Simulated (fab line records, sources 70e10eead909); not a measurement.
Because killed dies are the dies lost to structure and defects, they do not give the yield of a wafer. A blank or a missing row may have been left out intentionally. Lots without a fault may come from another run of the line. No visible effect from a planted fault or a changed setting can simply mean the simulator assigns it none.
fab line records + flow nandHarc
record:
- lots: 6
- wafers: 16
- lastDay: 33
route steps=1302 shown P_M0@264 END@1302
lots that met no fault: taken from a fault-free run of the same line
startH: the number of hours between the record's first day and the start of the first shown wafer of the lot + waitH: hours from the lot's prior step to this one + " repeats the value in the row above + L1.1+2: a row that stands for several wafers + - no value, or no start was given + * or withheld: withheld + < > ~ a bound
route shown NAME@n: names a module that has steps shown in the file, with the first one's number in the route + usual: mean/standard deviation taken from wafers without a fault + same: alike in all rows + chamber/n: place in a boat + sites: the reading at each site + _std_site: standard deviation across them + _edge_site: outer sites' mean less inner sites' + radiusMm: how far each site lies from the wafer's centre + mask NAME#n: copy n + behind: the most recent tool/chamber to have shaped the wafer + hold: what put the lot on hold/how long, in hours/how the hold closed + device: the n, p or np transistor that did not switch + end of line: at the end of the route, the tests of the same wafers + a step given without rows: its recipe and nothing more + killed: the dies lost at the first sort to structure and to defects; this is not the yield of the wafer + map: the dies of a wafer, with x for killed, . for not killed, _ for no die there
set.NAME: setting as actually run; set.NAME@STEP: the setting as run at that earlier step + model.NAME: the simulator's own value behind a step, which no gauge read
a table for each step, a row for each wafer; lots at some steps of the route
services: when a tool's chamber went out of use (startH, in hours from the record's first day, below 0 if earlier), for how many hours, and the reason
== steps ==
step: NHARC_P_M0_OVL_MEAS_10
recipe:
- pitchNm: 180
usual:
- overlayXNm: -0.1/0.85
- overlayYNm: -0.2/0.99
| lot.wafer | tool       | chamber | startH | waitH | overlayXNm | overlayYNm |
|-----------|------------|---------|--------|-------|------------|------------|
| L136.1    | overlay-02 | -       | 126.10 | -     | 0.0        | 0.6        |
| L136.4    | "          | -       | "      | "     | -0.4       | 0.7        |
| L136.5    | "          | -       | "      | "     | -0.3       | 1.3        |
| L139.2    | overlay-01 | -       | 155.97 | -     | 0.2        | -1.3       |
| L139.4    | "          | -       | "      | "     | -0.6       | -1.5       |
| L139.6    | "          | -       | "      | "     | 0.2        | -1.8       |
| L146.3    | overlay-02 | -       | 219.19 | -     | -0.1       | 0.2        |
| L146.6    | "          | -       | "      | "     | 0.4        | 0.7        |
| L148.4    | overlay-01 | -       | 244.52 | -     | 0.3        | -3.3       |
| L148.5    | "          | -       | "      | "     | 0.5        | -2.9       |
| L157.4    | overlay-02 | -       | 335.59 | -     | 0.4        | 0.2        |
| L157.5    | "          | -       | "      | "     | 0.1        | 0.3        |
| L157.6    | "          | -       | "      | "     | 1.6        | 0.2        |
| L158.3    | overlay-01 | -       | 335.96 | -     | -0.7       | -0.7       |
| L158.4    | "          | -       | "      | "     | -0.8       | -0.8       |
| L158.5    | "          | -       | "      | "     | -1.0       | -0.7       |
step: NHARC_P_M0_INSPECT_11
usual:
- rawDefectCount: 4.2/2.4
| lot.wafer | tool             | chamber | startH | waitH | rawDefectCount |
|-----------|------------------|---------|--------|-------|----------------|
| L136.1    | defectInspect-02 | -       | 126.14 | 0.0   | 3              |
| L136.4    | "                | -       | "      | "     | 5              |
| L136.5    | "                | -       | "      | "     | 3              |
| L139.2    | defectInspect-02 | -       | 156.01 | 0.0   | 3              |
| L139.4    | "                | -       | "      | "     | 5              |
| L139.6    | "                | -       | "      | "     | 7              |
| L146.3    | defectInspect-02 | -       | 219.23 | 0.0   | 6              |
| L146.6    | "                | -       | "      | "     | 9              |
| L148.4    | defectInspect-01 | -       | 244.56 | 0.0   | 2              |
| L148.5    | "                | -       | "      | "     | 2              |
| L157.4    | defectInspect-01 | -       | 335.62 | 0.0   | 7              |
| L157.5    | "                | -       | "      | "     | 2              |
| L157.6    | "                | -       | "      | "     | 2              |
| L158.3    | defectInspect-01 | -       | 335.99 | 0.0   | 2              |
| L158.4    | "                | -       | "      | "     | 1              |
| L158.5    | "                | -       | "      | "     | 4              |
step: NHARC_P_M0_DESCUM_14
recipe:
- timeS: 3
- o2FlowSccm: 200
- arFlowSccm: 0
- biasPowerW: 0
- chemistry: O2
step: NHARC_P_M0_ETCH_34
recipe:
- targetDepthA: 400
- overetchA: 120
- timeS: 43.94
- ionEnergyEv: 200
- n2FlowSccm: 150
- h2FlowSccm: 150
- arFlowSccm: 0
- rfW: 400
- biasW: 150
- chemistry: N2/H2
step: NHARC_P_M0_ETCH_15
recipe:
- targetDepthA: 1500
- overetchA: 150
- timeS: 82.5
- c4f8FlowSccm: withheld
- arFlowSccm: 400
- rfW: 600
- biasW: 300
- chemistry: C4F8/Ar
usual:
- oesProductAu: 0.954/0.018
- rfVppV: 439.8/2.4
| lot.wafer | tool       | chamber | startH | waitH | oesProductAu | rfHoursCounterH | rfVppV |
|-----------|------------|---------|--------|-------|--------------|-----------------|--------|
| L136.1    | rieDiel-04 | 1       | -      | -     | 0.984        | 22              | 436.5  |
| L136.4    | "          | 3       | "      | "     | 0.966        | 22              | 439.7  |
| L136.5    | "          | 0       | "      | "     | 0.963        | -               | 439.3  |
| L139.4    | rieDiel-04 | 1       | -      | -     | 0.944        | 27              | 436.1  |
| L139.2    | "          | 0       | "      | "     | 0.948        | 24              | 440.4  |
| L139.6    | "          | 2       | "      | "     | 0.947        | -               | 441.3  |
| L146.3    | rieDiel-03 | 0       | -      | -     | 0.974        | 33              | 443.5  |
| L146.6    | "          | 1       | "      | "     | 0.975        | -               | 444.0  |
| L148.4    | rieDiel-03 | 1       | -      | -     | 0.922        | 45              | 442.5  |
| L148.5    | "          | 3       | "      | "     | 0.924        | -               | 435.7  |
| L157.4    | rieDiel-04 | 2       | -      | -     | 0.945        | 26              | 441.1  |
| L157.6    | "          | 2       | "      | "     | 0.938        | -               | 441.0  |
| L157.5    | "          | 3       | "      | "     | 0.931        | -               | 439.7  |
| L158.4    | rieDiel-04 | 1       | -      | -     | 0.936        | 25              | 436.9  |
| L158.3    | "          | 2       | "      | "     | 0.964        | 26              | 441.4  |
| L158.5    | "          | 0       | "      | "     | 0.939        | -               | 439.3  |
step: NHARC_P_M0_CD_MEAS_16
usual:
- cdNm: 90.4/0.86
| lot.wafer | tool     | chamber | startH | waitH | cdNm |
|-----------|----------|---------|--------|-------|------|
| L136.1    | cdSem-03 | -       | 126.50 | -     | 91.5 |
| L136.4    | "        | -       | "      | "     | 90.9 |
| L136.5    | "        | -       | "      | "     | 90.7 |
| L139.2    | cdSem-03 | -       | 156.37 | -     | 90.9 |
| L139.4    | "        | -       | "      | "     | 91.4 |
| L139.6    | "        | -       | "      | "     | 92.4 |
| L146.3    | cdSem-02 | -       | 219.63 | -     | 91.4 |
| L146.6    | "        | -       | "      | "     | 90.4 |
| L148.4    | cdSem-03 | -       | 244.98 | -     | 89.5 |
| L148.5    | "        | -       | "      | "     | 89.1 |
| L157.4    | cdSem-03 | -       | 336.02 | -     | 90.3 |
| L157.5    | "        | -       | "      | "     | 90.6 |
| L157.6    | "        | -       | "      | "     | 90.9 |
| L158.3    | cdSem-03 | -       | 336.48 | -     | 89.8 |
| L158.4    | "        | -       | "      | "     | 90.2 |
| L158.5    | "        | -       | "      | "     | 90.1 |
step: NHARC_P_M0_STRIP_18
recipe:
- powerW: 1000
- n2FlowSccm: 150
- h2FlowSccm: 150
- arFlowSccm: 0
- biasW: 0
- chemistry: N2/H2
usual:
- drypumpMotorCurrentA: 5.9/0.59
- oesProductAu: 0.996/0.009
- rfVppV: 90.4/0.95
- showerheadPlenumPTorr: 2.01/0.079
- throttleValvePct: 14.171/0.01
| lot.wafer | tool       | chamber | startH | waitH | drypumpMotorCurrentA | oesProductAu | rfHoursCounterH | rfVppV | showerheadPlenumPTorr | throttleValvePct |
|-----------|------------|---------|--------|-------|----------------------|--------------|-----------------|--------|-----------------------|------------------|
| L136.4    | rieDiel-04 | 3       | 126.60 | 0.1   | 6.5                  | 0.998        | 22              | 91.0   | 2.02                  | 14.181           |
| L136.1    | "          | 1       | "      | "     | 6.5                  | 1.007        | 22              | 90.5   | 1.89                  | 14.171           |
| L136.5    | "          | 3       | "      | "     | 6.5                  | 1.006        | -               | 90.2   | 2.02                  | 14.171           |
| L139.4    | rieDiel-05 | 3       | 156.55 | 0.2   | 5.7                  | 1.002        | 31              | 90.4   | 2.13                  | 14.182           |
| L139.2    | "          | 2       | "      | "     | 5.4                  | 1.002        | 32              | 91.1   | 2.06                  | 14.177           |
| L139.6    | "          | 0       | "      | "     | 5.7                  | 0.999        | -               | 91.1   | 2.05                  | 14.160           |
| L146.3    | rieDiel-04 | 0       | 219.70 | 0.1   | 4.8                  | 0.998        | 7               | 90.7   | 1.97                  | 14.160           |
| L146.6    | "          | 1       | "      | "     | 6.4                  | 0.988        | -               | 89.7   | 1.88                  | 14.160           |
| L148.4    | rieDiel-03 | 1       | 245.10 | 0.1   | 5.7                  | 0.996        | 45              | 89.4   | 2.09                  | 14.174           |
| L148.5    | "          | 1       | "      | "     | 5.7                  | 1.004        | -               | 91.6   | 2.09                  | 14.178           |
| L157.4    | rieDiel-05 | 0       | 336.18 | 0.2   | 5.7                  | 0.992        | 31              | 89.2   | 2.02                  | 14.171           |
| L157.6    | "          | 1       | "      | "     | 6.2                  | 1.004        | -               | 88.8   | 1.91                  | 14.173           |
| L157.5    | "          | 2       | "      | "     | 5.4                  | 0.998        | -               | 90.2   | 2.04                  | 14.173           |
| L158.3    | rieDiel-05 | 3       | 336.55 | 0.1   | 5.7                  | 0.985        | 30              | 91.2   | 2.11                  | 14.169           |
| L158.4    | "          | 1       | "      | "     | 6.1                  | 0.997        | 34              | 88.3   | 1.91                  | 14.174           |
| L158.5    | "          | 0       | "      | "     | 5.7                  | 1.003        | -               | 89.3   | 2.02                  | 14.149           |
step: NHARC_P_M0_STRIP_19
recipe:
- timeS: 600
- tempC: 30
- chemistry: postEtchResidueRemover
step: NHARC_P_M0_DEGAS_28
recipe:
- tempC: 250
- timeS: 60
step: NHARC_P_M0_PRE_CLEAN_29
recipe:
- timeS: 30
- tempC: 280
- gas: H2/He
usual:
- heaterPowerW: 406/26
| lot.wafer | tool          | chamber | startH | waitH | heaterPowerW |
|-----------|---------------|---------|--------|-------|--------------|
| L136.1    | pvdSputter-02 | -       | -      | -     | 440          |
| L136.4    | "             | -       | "      | "     | 419          |
| L136.5    | "             | -       | "      | "     | 436          |
| L139.2    | pvdSputter-03 | -       | -      | -     | 406          |
| L139.4    | "             | -       | "      | "     | 343          |
| L139.6    | "             | -       | "      | "     | 409          |
| L146.3    | pvdSputter-03 | -       | -      | -     | 443          |
| L146.6    | "             | -       | "      | "     | 403          |
| L148.4    | pvdSputter-01 | -       | -      | -     | 398          |
| L148.5    | "             | -       | "      | "     | 394          |
| L157.4    | pvdSputter-03 | -       | -      | -     | 451          |
| L157.6    | "             | -       | "      | "     | 447          |
| L157.5    | "             | -       | "      | "     | 395          |
| L158.3    | pvdSputter-02 | -       | -      | -     | 461          |
| L158.4    | "             | -       | "      | "     | 399          |
| L158.5    | "             | -       | "      | "     | 460          |
step: NHARC_P_M0_PVD_20
recipe:
- targetThkA: 50
- biasV: 168.6
- powerW: 15000
- chamberPressurePa: 0.12
- timeS: 8.06
- substrateTempC: 50
- material: TaN
step: NHARC_P_M0_PVD_21
recipe:
- targetThkA: 300
- chamberPressurePa: 5
- powerW: 5000
- substrateTempC: 30
- timeS: 20.49
- material: Cu
usual:
- substrateTempC: 29.99/0.12
- throttleValvePct: 29.9/0.92
| lot.wafer | tool          | chamber | startH | waitH | substrateTempC | throttleValvePct |
|-----------|---------------|---------|--------|-------|----------------|------------------|
| L136.4    | pvdSputter-02 | -       | -      | -     | 29.93          | 30.0             |
| L136.1    | "             | -       | "      | "     | 30.05          | 29.3             |
| L136.5    | "             | -       | "      | "     | 30.22          | 30.1             |
| L139.2    | pvdSputter-03 | -       | -      | -     | 30.03          | 28.1             |
| L139.4    | "             | -       | "      | "     | 29.91          | 29.5             |
| L139.6    | "             | -       | "      | "     | 29.97          | 29.6             |
| L146.3    | pvdSputter-03 | -       | -      | -     | 30.08          | 28.0             |
| L146.6    | "             | -       | "      | "     | 29.76          | 29.8             |
| L148.4    | pvdSputter-01 | -       | -      | -     | 29.94          | 30.0             |
| L148.5    | "             | -       | "      | "     | 29.84          | 29.6             |
| L157.4    | pvdSputter-03 | -       | -      | -     | 30.02          | 29.7             |
| L157.6    | "             | -       | "      | "     | 29.90          | 30.0             |
| L157.5    | "             | -       | "      | "     | 30.03          | 30.8             |
| L158.3    | pvdSputter-02 | -       | -      | -     | 29.95          | 29.0             |
| L158.4    | "             | -       | "      | "     | 29.90          | 29.8             |
| L158.5    | "             | -       | "      | "     | 29.83          | 29.7             |
step: NHARC_P_M0_ECD_22
recipe:
- targetThkA: 4000
- bathTempC: 25
- material: Cu
| lot.wafer  | tool     | chamber | startH | waitH |
|------------|----------|---------|--------|-------|
| L136.1+4+5 | ecdCu-02 | 0,0,1   | 127.53 | -     |
| L139.2+4+6 | ecdCu-01 | 1       | 157.45 | -     |
| L146.3+6   | ecdCu-01 | 1       | 220.71 | -     |
| L148.4+5   | ecdCu-01 | 1       | 246.08 | -     |
| L157.4+6+5 | ecdCu-02 | 0,1,0   | 337.16 | -     |
| L158.3+4+5 | ecdCu-02 | 0,1,1   | 337.56 | -     |
step: NHARC_P_M0_ANNEAL_30
recipe:
- tempC: 225
- timeS: 90
usual:
- wafer_temp_C_max: 226.16/0.29
| lot.wafer | tool         | chamber | startH | waitH | wafer_temp_C_max |
|-----------|--------------|---------|--------|-------|------------------|
| L136.1    | rtpAnneal-02 | 0       | 127.85 | 0.3   | 226.06           |
| L136.4    | "            | 0       | "      | "     | 226.47           |
| L136.5    | "            | 0       | "      | "     | 225.90           |
| L139.2    | rtpAnneal-02 | 0       | 157.89 | 0.4   | 225.68           |
| L139.4    | "            | 0       | "      | "     | 225.70           |
| L139.6    | "            | 0       | "      | "     | 226.08           |
| L146.3    | rtpAnneal-01 | 0       | 221.09 | 0.3   | 225.98           |
| L146.6    | "            | 0       | "      | "     | 226.08           |
| L148.4    | rtpAnneal-01 | 0       | 246.51 | 0.4   | 226.31           |
| L148.5    | "            | 0       | "      | "     | 226.32           |
| L157.4    | rtpAnneal-01 | 0       | 337.55 | 0.3   | 226.54           |
| L157.5    | "            | 0       | "      | "     | 226.23           |
| L157.6    | "            | 0       | "      | "     | 226.33           |
| L158.3    | rtpAnneal-02 | 0       | 337.94 | -     | 225.96           |
| L158.4    | "            | 0       | "      | "     | 226.00           |
| L158.5    | "            | 0       | "      | "     | 226.12           |
step: NHARC_P_M0_CMP_23
recipe:
- tOverpolishS: 20
- targetThkNm: 117.54
step: NHARC_P_M0_THK_MEAS_24
recipe:
- thkMeasGauge: xrf
usual:
- thkNm: 117.0/1.5
| lot.wafer | tool         | chamber | startH | waitH | thkNm |
|-----------|--------------|---------|--------|-------|-------|
| L136.1    | filmMetro-01 | -       | 128.52 | -     | 115.5 |
| L136.4    | "            | -       | "      | "     | 117.8 |
| L136.5    | "            | -       | "      | "     | 118.9 |
| L139.2    | filmMetro-02 | -       | 158.49 | -     | 116.1 |
| L139.4    | "            | -       | "      | "     | 116.5 |
| L139.6    | "            | -       | "      | "     | 117.7 |
| L146.3    | filmMetro-02 | -       | 221.65 | -     | 117.6 |
| L146.6    | "            | -       | "      | "     | 121.0 |
| L148.4    | filmMetro-02 | -       | 247.02 | -     | 117.6 |
| L148.5    | "            | -       | "      | "     | 118.4 |
| L157.4    | filmMetro-02 | -       | 338.06 | -     | 115.1 |
| L157.5    | "            | -       | "      | "     | 117.1 |
| L157.6    | "            | -       | "      | "     | 113.3 |
| L158.3    | filmMetro-02 | -       | 338.50 | -     | 117.0 |
| L158.4    | "            | -       | "      | "     | 117.5 |
| L158.5    | "            | -       | "      | "     | 115.4 |
step: NHARC_P_M0_SRD_25
step: NHARC_END_SORT_01
recipe:
- tempC: 25
usual:
- defectLimitedYield: 89.8/2.9
- killedAtArray: 65/19
- killedAtOther: 0.9/1.1
- killedAtPeriphery: 3.5/2.3
- killedDies: 69/19
- killedOpen: 3.2/1.8
- killedShort: 2.4/1.5
same:
- grossDies: 677
| lot.wafer | tool      | chamber | startH | waitH | defectLimitedYield[%] | killedAtArray | killedAtOther | killedAtPeriphery | killedDies | killedOpen | killedShort |
|-----------|-----------|---------|--------|-------|-----------------------|---------------|---------------|-------------------|------------|------------|-------------|
| L148.4    | prober-01 | 0       | 678.50 | 3.4   | 32.5                  | 43            | 0             | 414               | 457        | 4          | 2           |
| L148.5    | prober-01 | 0       | 679.32 | 3.8   | 34.3                  | 43            | 0             | 402               | 445        | 3          | 0           |
| L146.3    | prober-02 | 0       | 685.46 | 3.1   | 36.2                  | 64            | 1             | 367               | 432        | 1          | 1           |
| L146.6    | prober-02 | 0       | 687.85 | 4.0   | 33.4                  | 57            | 2             | 392               | 451        | 4          | 0           |
killed by level:class
L148.4 P_M0:unspecified=412 A_CHANNEL_HOLE_D1:chamberFilmFlake=21 A_CHANNEL_HOLE_D2:chamberFilmFlake=13 A_CONTACT:chamberFilmFlake=2 P_CONTACT:geometricParticle:open=1 P_M1:geometricParticle:open=1 A_CHANNEL_FILL_D1:geometricParticle:short=1 A_ONON_D2:geometricParticle:open=1
L148.5 P_M0:unspecified=401 A_CHANNEL_HOLE_D1:chamberFilmFlake=19 A_CHANNEL_HOLE_D2:chamberFilmFlake=14 A_CONTACT:chamberFilmFlake=4 A_STAIRCASE:chamberFilmFlake=2 A_ONON_D2:geometricParticle:open=1 A_CHANNEL_HOLE_D2:geometricParticle:open=1 A_SGD_CUT:geometricParticle:open=1
L146.3 P_M0:unspecified=365 A_CHANNEL_HOLE_D1:chamberFilmFlake=28 A_SLIT:chamberFilmFlake=24 A_SGD_CUT:chamberFilmFlake=4 A_STAIRCASE:chamberFilmFlake=3 A_WL_FILL:chamberFilmFlake=2 P_CONTACT:geometricParticle:open=1 A_BLC:geometricParticle:short=1
L146.6 P_M0:unspecified=389 A_SLIT:chamberFilmFlake=30 A_CHANNEL_HOLE_D1:chamberFilmFlake=17 A_ONON_D1:geometricParticle:open=2 A_STAIRCASE:chamberFilmFlake=2 THIN_TSV:chamberFilmFlake=2 A_CONTACT:chamberFilmFlake=2 A_CHANNEL_FILL_D2:geometricParticle:open=1
map L146.6 (x killed, . not)
____________.____________
_________xxx.xxx_________
_______..xxx.xx..._______
______x.xxx.x.x.xx.______
_____.x..xxxx.xxx.x._____
____..xx.xx.xxxxxx.xx____
____xx.....xxx..x..x.____
___xx......xxx.x...xx.___
___xxxxxx.xx...xxxxx..___
__.xxxxxxx.xxxx....xx..__
__.xxxxxxxxx.x..xx..x..__
_xxxxxx.xxxxxxxxxx...xx._
_xxxxx.x.x.xxxx.x..xxx.x_
_.x.xxxxxxxxxxx..xxxx..._
_xx.x..x.x.xxxx.xxxxxxx._
_x....xxxxxxxxxxx.xxx..x_
xx.x.xx.x.xxxxxxxxxxx.xxx
xxx.xxxxxxx.xxxxx..x.xxxx
..xxxxxxxxxxx.xx.xxx.xxx.
x.xx.x.xxxxx.xx.x...x.x..
.xx.xxxxxxx.xxxx..xxxxx..
_x.x.x.xxxxxx....x.x.xxx_
_.x.xxxxxxxxxxxx..xxx..x_
_x.x.xxxxxxxxx.xxxx.xxxx_
_x..xxxxxxxxxxx.x.xx..xx_
_xxx..xxxxxxxxx.x..x.xxx_
__..xxxx.x.x.xxxxxxxxxx__
__.x.xx.x..x..x.xx..xx.__
___...x.xx..xxx..xxxx.___
___x.xxxxxxxxxxx.xxxx.___
____x..x.xxx.xxxx..x.____
____xxxx....x.....x..____
_____xxxxx.x.x..xxx._____
______x.xxxxxxxx...______
_______xxxxxx.xx.x_______
_________..xx.x._________
____________x____________
map L148.4 (x killed, . not)
____________x____________
_________...xxxx_________
_______.xxxxx.xxx._______
______xxxxx..x.xx.x______
_____xxx..x.xxxxxxxx_____
____.xxx...xxxx.xx.x.____
____..x.x.xx...xx..xx____
___x.x..xxxx.xxx...x.x___
___.x...xxxxxxxxxx...x___
__...xxxxxxxxx....xx.x.__
__xx...xx.x..xxx.xxx.xx__
_xxxxxx.x.xx....xx..xxxx_
_x.xx.x..x.xx.xx.xx.xx.._
_xxxx.xx.xx..xx....xxx.x_
_.xxxxx.xx.x.xxxxxxxx..._
_xx.x...xx....xxxxxxx.x._
xxxxx..x.xx.xx.xxxxxxxxx.
xxxx..xxx.x.xxx.xxxx.xx.x
xxx..xxxxxx.xxxx.xxxx..xx
x..xxx.x...x.xx.xxxxx.xx.
x.xx.xxxxxxxx..xxxxxxxxxx
_xxxxxxxxxxx.x.xx.xxx.x._
_xxxxxxxxxxxxx.xxxxxx.xx_
_x..xxxxxxxxxxxxxx..xxxx_
_x.xx.xxxxxxx....x.xx..._
_xxxx.xxxxxxxx.x.xx.x.xx_
__xxx..xxx.x.x..x.xxx.x__
__xxxxxx.x..x.xx.x...xx__
___.xxxxxxxxxx.xxx..xx___
___.x....x.x.xxxx.x.x.___
____.xxxx..xx..xx.xx.____
____xxxxx..xxx.xxxx..____
_____xx.xxxx..xxxxxx_____
______xx..x..xxxxxx______
_______...xxx.xxxx_______
_________.xxxx.x_________
____________.____________
== services ==
| tool          | chamber | startH | hours | kind   |
|---------------|---------|--------|-------|--------|
| pvdSputter-02 | -       | 104.45 | 10.0  | pm     |
| rieDiel-03    | -       | 105.33 | 9.0   | pm     |
| rieDiel-04    | 0       | 107.94 | -     | clean  |
| rieDiel-04    | 1       | 107.94 | -     | clean  |
| rieDiel-04    | 2       | 107.94 | -     | clean  |
| rieDiel-04    | 3       | 107.94 | -     | clean  |
| rieDiel-04    | 0       | 132.44 | -     | clean  |
| rieDiel-04    | 1       | 132.44 | -     | clean  |
| rieDiel-04    | 2       | 132.44 | -     | clean  |
| rieDiel-04    | 3       | 132.44 | -     | clean  |
| pvdSputter-03 | -       | 135.98 | 6.1   | repair |
| ecdCu-01      | -       | 160.00 | 8.0   | pm     |
| rieDiel-04    | -       | 177.90 | 9.0   | pm     |
| rieDiel-05    | 2       | 179.32 | 6.6   | repair |
| rieDiel-05    | -       | 180.99 | 0.5   | repair |
| pvdSputter-03 | -       | 204.12 | 4.1   | repair |
| rieDiel-03    | 2       | 213.34 | 8.4   | repair |
| pvdSputter-02 | -       | 225.95 | 10.9  | repair |
| pvdSputter-01 | -       | 226.08 | 10.0  | pm     |
| rieDiel-05    | -       | 230.04 | 9.0   | pm     |
| ecdCu-02      | -       | 244.13 | 8.0   | pm     |
| rieDiel-03    | -       | 282.15 | 0.4   | repair |
| pvdSputter-02 | -       | 282.45 | 10.0  | pm     |
| ecdCu-01      | -       | 336.00 | 8.0   | pm     |
== key ==
firstSign:
- step: NHARC_END_SORT_01
- reading: killedAtPeriphery
- direction: up
- sigmas: 99+
- usual: 3.5
- struck: 393.8
effect:
- step: NHARC_END_SORT_01
- reading: defectLimitedYield
- direction: down
- sigmas: 20
- usual: 89.8
- struck: 34.1
moreKillsBornAt:
- NHARC_P_M0_ECD_22@ecdCu-01: 1567
metAt NHARC_P_M0_ECD_22
struckWafers L146.3,L146.6,L148.4,L148.5
onsetBetween 157.45 220.71
alsoFits NHARC_P_M0_ETCH_15:rieDiel-03
fault:
- kind: chamberParticleSource
- tool: ecdCu-01
- chamber: 1
- onsetH: 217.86
- steps: NHARC_P_M0_ECD_22
- ratePerVisitCm2: 0.99282
- endH: 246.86
